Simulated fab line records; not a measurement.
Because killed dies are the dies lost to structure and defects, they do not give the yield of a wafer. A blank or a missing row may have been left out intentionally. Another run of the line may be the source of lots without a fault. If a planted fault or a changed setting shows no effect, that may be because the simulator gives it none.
fab line records    flow n5_finfet
record lots=7  wafers=21
route steps=1938 shown FIN_CUT@160 DUMMY_GATE@225 SD_EPI_N@264 ILD0@343
start_h: the number of hours between the record's first day and the start of the first shown wafer of the lot    wait_h: hours elapsed since this lot's preceding step    " identical to the entry in the row above    L1.1+2: a single row standing in for several wafers    - value missing, or start not given    * or withheld: withheld    < > ~ a bound
route shown NAME@n: a module of which the file shows steps, and the number in the route of the first    usual: the fault-free wafers' mean and standard deviation    same: alike in all rows    chamber/n: place in a boat    sites: readings site by site    _std_site: standard deviation of those values    _edge_site: outer sites' mean less inner sites'    radius_mm: how far each site lies from the wafer's centre    mask NAME#n: copy n    behind: the most recent tool/chamber to have shaped the wafer    hold: why the lot was held/for how many hours/how that ended    device: names the non-switching transistor (n, p or np)    end of line: tests of these same wafers at the route's end    for a step that has no rows: nothing shown but its recipe    killed: count of dies lost to structure and defects at first sort (not the wafer's yield)    map: dies across one wafer; x = killed, . = not, _ = none there
set.NAME: setting as actually run; set.NAME@STEP: the setting as run at that earlier step    model.NAME: the simulator's own value behind a step, which no gauge read
lots with deliberately changed settings; one table per step, one row per wafer
## steps
# step N5_FIN_CUT_EXPOSE_05
# recipe mask_id=FIN_CUT  na=0.33  source_shape=annular  sigma_inner=0.35  sigma_outer=0.8  polarization=unpolarized  dose_mj=45.75
lot.wafer   tool            chamber  start_h  wait_h  mask       set.dose_mj
L075.1+2    euv_scanner-02  0        33.10    -       FIN_CUT#0  44.45
L075.6      "               0        "        "       FIN_CUT#0  45.75
L076.1+5    euv_scanner-01  0        40.85    -       FIN_CUT#0  48.46
L076.3      "               0        "        "       FIN_CUT#0  45.75
L080.2+4    euv_scanner-02  0        61.72    -       FIN_CUT#0  45.75
L080.3      "               0        "        "       FIN_CUT#0  48.06
L083.3      euv_scanner-01  0        83.23    -       FIN_CUT#0  45.75
L083.4+5    "               0        "        "       FIN_CUT#0  43.78
L084.1      euv_scanner-01  0        86.91    -       FIN_CUT#0  45.75
L084.2+5    "               0        "        "       FIN_CUT#0  43.49
L092.3+4+5  euv_scanner-01  0        134.07   -       FIN_CUT#0  45.75
L094.1      euv_scanner-01  0        148.56   -       FIN_CUT#0  42.59
L094.4+5    "               0        "        "       FIN_CUT#0  45.75
# step N5_FIN_CUT_PEB_06
# recipe peb_temp_c=100  peb_time_s=60  resist=CAR-EUV
# step N5_FIN_CUT_DEVELOP_07
# recipe develop_time_s=30  developer=TMAH  resist=CAR-EUV  rinse_liquid=surfactant_rinse  dry=air_spin  dev_temp_c=23
# step N5_FIN_CUT_CD_MEAS_08
# recipe target_cd_nm=29.1  landing_energy_ev=500  detector=se_inlens  polarity=opening
# usual cd_nm=29.06/0.22
lot.wafer  tool       chamber  start_h  wait_h  set.dose_mj@FIN_CUT_EXPOSE_05  cd_nm
L075.1     cd_sem-02  0        33.24    -       44.45                          28.89
L075.2     "          0        "        "       44.45                          28.82
L075.6     "          0        "        "       45.75                          29.07
L076.1     cd_sem-02  0        40.98    -       48.46                          29.94
L076.3     "          0        "        "       45.75                          29.34
L076.5     "          0        "        "       48.46                          30.41
L080.2     cd_sem-03  0        61.84    -       45.75                          29.14
L080.3     "          0        "        "       48.06                          30.11
L080.4     "          0        "        "       45.75                          28.91
L083.3     cd_sem-01  0        83.35    -       45.75                          28.74
L083.4     "          0        "        "       43.78                          28.67
L083.5     "          0        "        "       43.78                          28.09
L084.1     cd_sem-01  0        87.04    -       45.75                          29.13
L084.2     "          0        "        "       43.49                          28.04
L084.5     "          0        "        "       43.49                          27.85
L092.3     cd_sem-02  0        134.20   -       45.75                          28.84
L092.4     "          0        "        "       45.75                          29.11
L092.5     "          0        "        "       45.75                          29.08
L094.1     cd_sem-03  0        148.70   -       42.59                          27.87
L094.4     "          0        "        "       45.75                          29.10
L094.5     "          0        "        "       45.75                          28.46
# step N5_FIN_CUT_DESCUM_13
# recipe chemistry=O2  time_s=7  source_power_w=50  bias_power_w=20  pressure_mtorr=20  rf_frequency_hz=2.712e+07  temp_c=40  resist=CAR-EUV  o2_flow_sccm=225
# step N5_FIN_CUT_ETCH_30
# recipe chemistry=N2/H2  target=underlayer  target_depth_a=130  mask_material=CAR-EUV  time_s=10.4  ion_energy_ev=200  pressure_mtorr=30  source_w=840  bias_w=150  n2_flow_sccm=200  h2_flow_sccm=200  ends=cleared
lot.wafer  tool         chamber  start_h  wait_h  set.dose_mj@FIN_CUT_EXPOSE_05  model.FIN_CUT.cd_offset_nm
L075.1+2   rie_diel-01  3,2      33.84    0.0     44.45                          -0.4
L075.6     "            2        "        "       45.75                          0.2
L076.1     rie_diel-02  3        41.14    0.0     48.46                          1
L076.3     "            2        "        "       45.75                          0
L076.5     "            0        "        "       48.46                          1.2
L080.2     rie_diel-01  1        62.00    0.0     45.75                          0.2
L080.3     "            3        "        "       48.06                          1
L080.4     "            0        "        "       45.75                          0
L083.3     rie_diel-06  0        83.68    0.0     45.75                          -0.2
L083.4+5   "            1,2      "        "       43.78                          -1
L084.1     rie_diel-06  3        87.20    0.0     45.75                          0
L084.2+5   "            2,3      "        "       43.49                          -1
L092.3+5   rie_diel-01  3,1      134.72   0.0     45.75                          0
L092.4     "            0        "        "       45.75                          -0.2
L094.1     rie_diel-01  2        148.85   0.0     42.59                          -1.6
L094.4+5   "            1,3      "        "       45.75                          -0.2
# step N5_FIN_CUT_ETCH_20
# recipe chemistry=CF4  target=SiARC  target_depth_a=260  mask_material=CAR-EUV  time_s=43.3  ion_energy_ev=80  pressure_mtorr=40  source_w=545  bias_w=36  Ar_flow_sccm=100  cf4_flow_sccm=100  ends=cleared
# usual etch_rf_on_time_s=43.3/0.57
lot.wafer  tool         chamber  start_h  wait_h  set.spin_rpm@FIN_CUT_COAT_19  set.dose_mj@FIN_CUT_EXPOSE_05  etch_rf_on_time_s  model.etch.depth_nm  model.FIN_CUT.cd_offset_nm
L075.1     rie_diel-01  3        33.86    0.0     1649                          44.45                          41.2               19.06                -0.6
L075.2     "            2        "        "       1649                          44.45                          40.2               19.06                -0.4
L075.6     "            2        "        "       1649                          45.75                          39.9               19.01                0
L076.1     rie_diel-02  3        41.16    0.0     1500                          48.46                          43.7               20                   1
L076.3     "            2        "        "       1500                          45.75                          43.7               19.99                0
L076.5     "            0        "        "       1630                          48.46                          41.1               19.15                1
L080.2     rie_diel-01  1        62.02    0.0     1500                          45.75                          43.6               20.14                0
L080.3     "            3        "        "       1500                          48.06                          43.7               20.07                0.6
L080.4     "            0        "        "       1421                          45.75                          45.1               20.62                -0.2
L083.3     rie_diel-06  0        83.70    0.0     1441                          45.75                          43.9               20.34                0
L083.4     "            1        "        "       1500                          43.78                          43.5               19.99                -1
L083.5     "            2        "        "       1441                          43.78                          44.2               20.36                -1
L084.1     rie_diel-06  3        87.22    0.0     1660                          45.75                          40.1               19.05                -0.2
L084.2     "            2        "        "       1500                          43.49                          43.8               20.07                -1
L084.5     "            3        "        "       1660                          43.49                          40.0               19.08                -1
L092.3     rie_diel-01  3        134.74   0.0     1500                          45.75                          43.2               19.98                0
L092.4     "            0        "        "       1500                          45.75                          44.0               20.12                -0.2
L092.5     "            1        "        "       1500                          45.75                          43.8               20                   0
L094.1     rie_diel-01  2        148.87   0.0     1500                          42.59                          42.3               19.96                -1.6
L094.4     "            1        "        "       1500                          45.75                          43.4               19.92                -0.2
L094.5     "            3        "        "       1377                          45.75                          44.8               20.83                -0.4
# step N5_FIN_CUT_ETCH_21
# recipe chemistry=N2/H2  target=SOC  target_depth_a=2190  overetch_a=438  mask_material=SiARC  temp_c=40  ion_energy_ev=100  bias_w=61  time_s=523.5  pressure_mtorr=30  source_w=850  n2_flow_sccm=200  h2_flow_sccm=200
lot.wafer  tool         chamber  start_h  wait_h  set.spin_rpm@FIN_CUT_COAT_19  model.SiARC_of_FIN_CUT_COAT_19.thk_nm
L075.1     rie_diel-01  3        33.90    0.0     1649                          11
L075.2     "            2        "        "       1649                          10.8
L075.6     "            2        "        "       1649                          10.6
L076.1+3   rie_diel-02  3,2      41.20    0.0     1500                          12
L076.5     "            0        "        "       1630                          11
L080.2+3   rie_diel-01  1,3      62.06    0.0     1500                          12
L080.4     "            0        "        "       1421                          12.6
L083.3+5   rie_diel-06  0,2      83.74    0.0     1441                          12.2
L083.4     "            1        "        "       1500                          11.8
L084.1+5   rie_diel-06  3        87.26    0.0     1660                          10.8
L084.2     "            2        "        "       1500                          12.2
L092.3     rie_diel-01  3        134.77   0.0     1500                          11.8
L092.4+5   "            0,1      "        "       1500                          12
L094.1     rie_diel-01  2        148.91   0.0     1500                          11.8
L094.4     "            1        "        "       1500                          12
L094.5     "            3        "        "       1377                          12.8
# step N5_FIN_CUT_STRIP_23
# recipe chemistry=N2/H2  temp_c=40  n2_flow_sccm=200  h2_flow_sccm=200  rf_frequency_hz=6e+07
# step N5_FIN_CUT_STRIP_31
# recipe chemistry=N2/H2  temp_c=40  n2_flow_sccm=200  h2_flow_sccm=200  rf_frequency_hz=6e+07
# step N5_FIN_CUT_STRIP_24
# recipe chemistry=CF4  resist=SiARC  power_w=300  bias_power_w=75  pressure_mtorr=50  cf4_flow_sccm=150  rf_frequency_hz=6e+07
# step N5_FIN_CUT_CUT_ETCH_26
# recipe chemistry=CH3F/O2  target=SiNx  target_depth_a=390  mask_material=SOC  time_s=55.7  pressure_mtorr=30  source_w=395  bias_w=73  Ar_flow_sccm=150  CH3F_flow_sccm=30  O2_flow_sccm=20  ion_energy_ev=120
lot.wafer  tool         chamber  start_h  wait_h  set.dose_mj@FIN_CUT_EXPOSE_05  model.FIN_CUT.cd_offset_nm
L075.1     rie_diel-01  3        34.24    0.0     44.45                          -0.6
L075.2     "            2        "        "       44.45                          -0.4
L075.6     "            2        "        "       45.75                          0
L076.1+5   rie_diel-02  3,0      41.54    0.0     48.46                          1.4
L076.3     "            2        "        "       45.75                          0.2
L080.2     rie_diel-01  1        62.40    0.0     45.75                          0
L080.3     "            3        "        "       48.06                          0.6
L080.4     "            0        "        "       45.75                          -0.4
L083.3     rie_diel-06  0        84.08    0.0     45.75                          -0.4
L083.4     "            1        "        "       43.78                          -0.8
L083.5     "            2        "        "       43.78                          -1.6
L084.1     rie_diel-06  3        87.60    0.0     45.75                          0.2
L084.2     "            2        "        "       43.49                          -1.2
L084.5     "            3        "        "       43.49                          -1
L092.3     rie_diel-01  3        135.12   0.0     45.75                          0.2
L092.4     "            0        "        "       45.75                          0
L092.5     "            1        "        "       45.75                          -0.2
L094.1     rie_diel-01  2        149.26   0.0     42.59                          -1.8
L094.4     "            1        "        "       45.75                          -0.2
L094.5     "            3        "        "       45.75                          -0.8
# step N5_DUMMY_GATE_COAT_09
# recipe resist=CAR-EUV  spin_rpm=1500  resist_thk_nm=30
lot.wafer   tool            chamber  start_h  wait_h  set.spin_rpm  model.CAR-EUV_of_DUMMY_GATE_COAT_09.thk_nm
L075.1+2+6  litho_track-05  0        -        -       1500          30
L076.1      litho_track-05  0        -        -       1604          29
L076.3      "               0        "        "       1604          29.2
L076.5      "               0        "        "       1500          30
L080.2+4    litho_track-05  0        -        -       1364          31.6
L080.3      "               0        "        "       1500          30.2
L083.3+4+5  litho_track-05  0        -        -       1500          29.8
L084.1+2+5  litho_track-04  0        -        -       1500          30.2
L092.3+4+5  litho_track-01  0        -        -       1500          30
L094.1+5    litho_track-05  0        -        -       1500          30
L094.4      "               0        "        "       1452          30.6
# step N5_DUMMY_GATE_EBR_11
# recipe solvent=PGMEA  ebr_width_mm=1.5
# step N5_DUMMY_GATE_SOFTBAKE_10
# recipe temp_c=110  time_s=60  resist=CAR-EUV
# step N5_DUMMY_GATE_DESCUM_20
# recipe chemistry=O2  time_s=6.2  source_power_w=50  bias_power_w=20  pressure_mtorr=20  rf_frequency_hz=2.712e+07  temp_c=40  resist=CAR-EUV  o2_flow_sccm=225
lot.wafer   tool         chamber  start_h  wait_h  set.spin_rpm@DUMMY_GATE_COAT_09  model.CAR-EUV_of_DUMMY_GATE_COAT_09.thk_nm
L075.1+2+6  rie_diel-02  1,2,1    54.66    0.0     1500                             26.4
L076.1      rie_diel-01  1        60.38    0.0     1604                             25.4
L076.3      "            0        "        "       1604                             25.6
L076.5      "            1        "        "       1500                             26.6
L080.2+4    rie_diel-01  1,2      81.45    0.0     1364                             28
L080.3      "            0        "        "       1500                             26.6
L083.3+4+5  rie_diel-06  2,1,2    103.18   0.0     1500                             26.4
L084.1+2+5  rie_diel-01  2,0,2    107.77   0.0     1500                             26.6
L092.3+4+5  rie_diel-06  0,3,0    153.84   0.1     1500                             26.4
L094.1      rie_diel-02  3        168.08   0.0     1500                             26.4
L094.4      "            2        "        "       1452                             27
L094.5      "            0        "        "       1500                             26.6
# step N5_DUMMY_GATE_ETCH_29
# recipe chemistry=N2/H2  target=underlayer  target_depth_a=130  ion_energy_ev=200  pressure_mtorr=30  source_w=840  bias_w=150  n2_flow_sccm=200  h2_flow_sccm=200
lot.wafer   tool         chamber  start_h  wait_h  set.spin_rpm@DUMMY_GATE_COAT_09  model.CAR-EUV_of_DUMMY_GATE_COAT_09.thk_nm
L075.1+2    rie_diel-02  1,2      54.73    0.0     1500                             19
L075.6      "            1        "        "       1500                             18.8
L076.1      rie_diel-01  1        60.44    0.0     1604                             18
L076.3      "            0        "        "       1604                             18.2
L076.5      "            1        "        "       1500                             19
L080.2      rie_diel-01  1        81.52    0.0     1364                             20.6
L080.3      "            0        "        "       1500                             19.2
L080.4      "            2        "        "       1364                             20.4
L083.3+4    rie_diel-06  2,1      103.24   0.0     1500                             18.8
L083.5      "            2        "        "       1500                             19
L084.1+5    rie_diel-01  2        107.84   0.0     1500                             19
L084.2      "            0        "        "       1500                             19.2
L092.3+4+5  rie_diel-06  0,3,0    153.90   0.0     1500                             18.8
L094.1+5    rie_diel-02  3,0      168.15   0.0     1500                             19
L094.4      "            2        "        "       1452                             19.4
# step N5_SD_EPI_N_COAT_03
# recipe resist=CAR-ArF-block  spin_rpm=1500  resist_thk_nm=150
lot.wafer   tool            chamber  start_h  wait_h  set.spin_rpm  model.CAR-ArF-block_of_SD_EPI_N_COAT_03.thk_nm
L075.1+2+6  litho_track-04  0        -        -       1500          151
L076.1      litho_track-02  0        -        -       1613          144.4
L076.3      "               0        "        "       1500          149.8
L076.5      "               0        "        "       1613          144.8
L080.2      litho_track-03  0        -        -       1500          150.4
L080.3      "               0        "        "       1500          150
L080.4      "               0        "        "       1500          150.6
L083.3      litho_track-02  0        -        -       1500          150.6
L083.4      "               0        "        "       1500          150.4
L083.5      "               0        "        "       1418          155
L084.1      litho_track-02  0        -        -       1661          143.2
L084.2      "               0        "        "       1500          150.2
L084.5      "               0        "        "       1661          142.8
L092.3+5    litho_track-04  0        -        -       1500          150.6
L092.4      "               0        "        "       1500          150.8
L094.1+4+5  litho_track-02  0        -        -       1500          150.6
# step N5_SD_EPI_N_EXPOSE_06
# recipe mask_id=SD_N_BLK  na=1.35  source_shape=conventional  sigma_outer=0.8  polarization=unpolarized  target_cd_nm=120  dose_mj=39.75
lot.wafer   tool             chamber  start_h  wait_h  mask        set.dose_mj
L075.1      arfi_scanner-03  0        56.70    -       SD_N_BLK#0  42.43
L075.2+6    "                0        "        "       SD_N_BLK#0  39.75
L076.1      arfi_scanner-01  0        62.41    -       SD_N_BLK#0  39.75
L076.3+5    "                0        "        "       SD_N_BLK#0  41.53
L080.2      arfi_scanner-02  0        83.86    -       SD_N_BLK#0  41.4
L080.3+4    "                0        "        "       SD_N_BLK#0  39.75
L083.3+5    arfi_scanner-02  0        105.22   -       SD_N_BLK#0  42.19
L083.4      "                0        "        "       SD_N_BLK#0  39.75
L084.1+2    arfi_scanner-01  0        109.80   -       SD_N_BLK#0  41.31
L084.5      "                0        "        "       SD_N_BLK#0  39.75
L092.3+4+5  arfi_scanner-03  0        158.18   -       SD_N_BLK#0  39.75
L094.1+4+5  arfi_scanner-03  0        170.13   -       SD_N_BLK#0  39.75
# step N5_SD_EPI_N_PEB_07
# recipe peb_temp_c=110  peb_time_s=60  resist=CAR-ArF-block
# step N5_SD_EPI_N_DEVELOP_08
# recipe develop_time_s=30  developer=TMAH  resist=CAR-ArF-block  dev_temp_c=23  rinse_liquid=diw  dry=air_spin
# step N5_SD_EPI_N_CD_MEAS_09
# recipe target_cd_nm=120  landing_energy_ev=500  detector=se_inlens
# usual cd_nm=119.8/0.6
lot.wafer  tool       chamber  start_h  wait_h  set.dose_mj@SD_EPI_N_EXPOSE_06  cd_nm
L075.1     cd_sem-02  0        56.82    -       42.43                           125.1
L075.2     "          0        "        "       39.75                           119.9
L075.6     "          0        "        "       39.75                           120.3
L076.1     cd_sem-03  0        62.53    -       39.75                           121.0
L076.3     "          0        "        "       41.53                           123.5
L076.5     "          0        "        "       41.53                           123.6
L080.2     cd_sem-03  0        83.98    -       41.4                            121.8
L080.3     "          0        "        "       39.75                           119.4
L080.4     "          0        "        "       39.75                           119.1
L083.3     cd_sem-02  0        105.34   -       42.19                           123.7
L083.4     "          0        "        "       39.75                           119.1
L083.5     "          0        "        "       42.19                           123.6
L084.1     cd_sem-02  0        109.93   -       41.31                           122.9
L084.2     "          0        "        "       41.31                           122.8
L084.5     "          0        "        "       39.75                           119.8
L092.3     cd_sem-01  0        158.29   -       39.75                           120.5
L092.4     "          0        "        "       39.75                           120.8
L092.5     "          0        "        "       39.75                           120.8
L094.1     cd_sem-02  0        170.25   -       39.75                           119.4
L094.4     "          0        "        "       39.75                           119.4
L094.5     "          0        "        "       39.75                           120.2
# step N5_SD_EPI_N_DESCUM_14
# recipe chemistry=O2  time_s=7.9  source_power_w=50  bias_power_w=20  pressure_mtorr=20  rf_frequency_hz=2.712e+07  temp_c=40  resist=CAR-ArF-block  o2_flow_sccm=225
lot.wafer  tool         chamber  start_h  wait_h  set.spin_rpm@SD_EPI_N_COAT_03  set.dose_mj@SD_EPI_N_EXPOSE_06  model.SD_EPI_N.cd_nm  model.CAR-ArF-block_of_SD_EPI_N_COAT_03.thk_nm
L075.1     rie_diel-03  3        56.91    0.0     1500                           42.43                           125                   144.4
L075.2     "            1        "        "       1500                           39.75                           120.2                 144.4
L075.6     "            1        "        "       1500                           39.75                           120.4                 144.4
L076.1     rie_diel-04  2        62.91    0.3     1613                           39.75                           120.8                 138
L076.3     "            0        "        "       1500                           41.53                           123.6                 143.2
L076.5     "            1        "        "       1613                           41.53                           123.6                 138.2
L080.2     rie_diel-03  3        84.07    0.0     1500                           41.4                            121.8                 143.8
L080.3     "            2        "        "       1500                           39.75                           119.4                 143.6
L080.4     "            1        "        "       1500                           39.75                           119.4                 144
L083.3     rie_diel-03  1        105.50   0.1     1500                           42.19                           123.8                 144
L083.4     "            2        "        "       1500                           39.75                           119                   144
L083.5     "            2        "        "       1418                           42.19                           123.8                 148.4
L084.1     rie_diel-03  1        110.02   0.0     1661                           41.31                           122.6                 136.6
L084.2     "            2        "        "       1500                           41.31                           122.8                 143.6
L084.5     "            1        "        "       1661                           39.75                           119.8                 136.2
L092.3     rie_diel-05  0        158.38   0.0     1500                           39.75                           120.4                 144
L092.4     "            1        "        "       1500                           39.75                           120.6                 144.2
L092.5     "            0        "        "       1500                           39.75                           121                   144
L094.1     rie_diel-04  1        170.36   0.1     1500                           39.75                           119.2                 144
L094.4     "            0        "        "       1500                           39.75                           119.4                 144
L094.5     "            1        "        "       1500                           39.75                           120.2                 144
# step N5_SD_EPI_N_ETCH_34
# recipe chemistry=CF4  target=SiARC  target_depth_a=455  mask_material=CAR-ArF-block  time_s=75.8  ion_energy_ev=80  pressure_mtorr=40  source_w=545  bias_w=36  Ar_flow_sccm=100  cf4_flow_sccm=100  ends=cleared
lot.wafer  tool         chamber  start_h  wait_h  set.spin_rpm@SD_EPI_N_COAT_03  set.dose_mj@SD_EPI_N_EXPOSE_06  model.SD_EPI_N.cd_nm  model.CAR-ArF-block_of_SD_EPI_N_COAT_03.thk_nm
L075.1     rie_diel-03  3        56.95    0.0     1500                           42.43                           124.6                 112
L075.2     "            1        "        "       1500                           39.75                           120                   111.8
L075.6     "            1        "        "       1500                           39.75                           120.4                 111.8
L076.1     rie_diel-04  2        62.94    0.0     1613                           39.75                           121                   105.4
L076.3     "            0        "        "       1500                           41.53                           123.4                 110.6
L076.5     "            1        "        "       1613                           41.53                           123.2                 105.4
L080.2     rie_diel-03  3        84.10    0.0     1500                           41.4                            121.8                 111.4
L080.3     "            2        "        "       1500                           39.75                           119.6                 111
L080.4     "            1        "        "       1500                           39.75                           119.4                 111.4
L083.3     rie_diel-03  1        105.56   0.0     1500                           42.19                           124                   111.4
L083.4     "            2        "        "       1500                           39.75                           119.2                 111.4
L083.5     "            2        "        "       1418                           42.19                           124                   116
L084.1     rie_diel-03  1        110.07   0.0     1661                           41.31                           122.8                 103.8
L084.2     "            2        "        "       1500                           41.31                           123                   111
L084.5     "            1        "        "       1661                           39.75                           119.8                 103.6
L092.3     rie_diel-05  0        158.41   0.0     1500                           39.75                           120.2                 111.4
L092.4     "            1        "        "       1500                           39.75                           120.6                 111.6
L092.5     "            0        "        "       1500                           39.75                           120.8                 111.4
L094.1     rie_diel-04  1        170.40   0.0     1500                           39.75                           119                   111.4
L094.4     "            0        "        "       1500                           39.75                           119.2                 111.4
L094.5     "            1        "        "       1500                           39.75                           120.2                 111.6
# step N5_ILD0_ALD_15
# recipe material=SiNx  target_thk_a=240  temp_c=400  ald_precursor_family=SiH2I2  ald_co_reactant=N2/H2-plasma  pulse_time_s=1  ald_cycles=480  purge_time_s=2  co_reactant_purge_time_s=2  pressure_torr=2
lot.wafer   tool        chamber  start_h  wait_h  set.ald_cycles  model.SiNx_of_ILD0_ALD_15.thk_nm
L075.1      ald_sin-02  1        70.57    0.6     455             22.8
L075.2+6    "           0,1      "        "       480             24
L076.1      ald_sin-01  2        76.16    0.6     480             24
L076.3      "           1        "        "       480             23.8
L076.5      "           3        77.25    1.2     423             21
L080.2+3    ald_sin-02  2,0      97.73    0.7     480             24
L080.4      "           3        "        "       536             26.8
L083.3      ald_sin-03  1        120.99   0.4     418             21
L083.4+5    "           0,1      "        "       480             24
L084.1+5    ald_sin-02  3,0      123.23   0.6     521             26
L084.2      "           0        "        "       480             24
L092.3+4+5  ald_sin-01  1,2,3    172.64   0.4     480             24
L094.1+4    ald_sin-02  3,2      184.76   1.9     480             24.2
L094.5      "           3        185.85   2.5     430             21.6
## key
split step=N5_FIN_CUT_EXPOSE_05  setting=dose_mj  stated=45.75  by=wafer
response step=N5_FIN_CUT_CD_MEAS_08  reading=cd_nm  change=+0.155  per=1%  r=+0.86
response step=N5_FIN_CUT_ETCH_30  reading=model.FIN_CUT.cd_offset_nm  change=+0.193  per=1%  r=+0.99
response step=N5_FIN_CUT_ETCH_20  reading=model.FIN_CUT.cd_offset_nm  change=+0.176  per=1%  r=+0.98
response step=N5_FIN_CUT_CUT_ETCH_26  reading=model.FIN_CUT.cd_offset_nm  change=+0.197  per=1%  r=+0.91
split step=N5_DUMMY_GATE_COAT_09  setting=spin_rpm  stated=1500  by=wafer
response step=N5_DUMMY_GATE_COAT_09  reading=model.CAR-EUV_of_DUMMY_GATE_COAT_09.thk_nm  change=-0.148  per=1%  r=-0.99
response step=N5_DUMMY_GATE_DESCUM_20  reading=model.CAR-EUV_of_DUMMY_GATE_COAT_09.thk_nm  change=-0.156  per=1%  r=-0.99
response step=N5_DUMMY_GATE_ETCH_29  reading=model.CAR-EUV_of_DUMMY_GATE_COAT_09.thk_nm  change=-0.137  per=1%  r=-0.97
split step=N5_SD_EPI_N_COAT_03  setting=spin_rpm  stated=1500  by=wafer
response step=N5_SD_EPI_N_COAT_03  reading=model.CAR-ArF-block_of_SD_EPI_N_COAT_03.thk_nm  change=-0.699  per=1%  r=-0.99
response step=N5_SD_EPI_N_DESCUM_14  reading=model.CAR-ArF-block_of_SD_EPI_N_COAT_03.thk_nm  change=-0.692  per=1%  r=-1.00
response step=N5_SD_EPI_N_ETCH_34  reading=model.CAR-ArF-block_of_SD_EPI_N_COAT_03.thk_nm  change=-0.707  per=1%  r=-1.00
split step=N5_SD_EPI_N_EXPOSE_06  setting=dose_mj  stated=39.75  by=wafer
response step=N5_SD_EPI_N_CD_MEAS_09  reading=cd_nm  change=+0.701  per=1%  r=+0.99
response step=N5_SD_EPI_N_DESCUM_14  reading=model.SD_EPI_N.cd_nm  change=+0.7  per=1%  r=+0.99
response step=N5_SD_EPI_N_ETCH_34  reading=model.SD_EPI_N.cd_nm  change=+0.671  per=1%  r=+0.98
split step=N5_ILD0_ALD_15  setting=ald_cycles  stated=480  by=wafer
response step=N5_ILD0_ALD_15  reading=model.SiNx_of_ILD0_ALD_15.thk_nm  change=+0.239  per=1%  r=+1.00
split outside_this_file step=N5_FIN_CUT_COAT_19 setting=spin_rpm
# split outside_this_file: this setting was split too, and the file shows its column; the key of that split is in another file
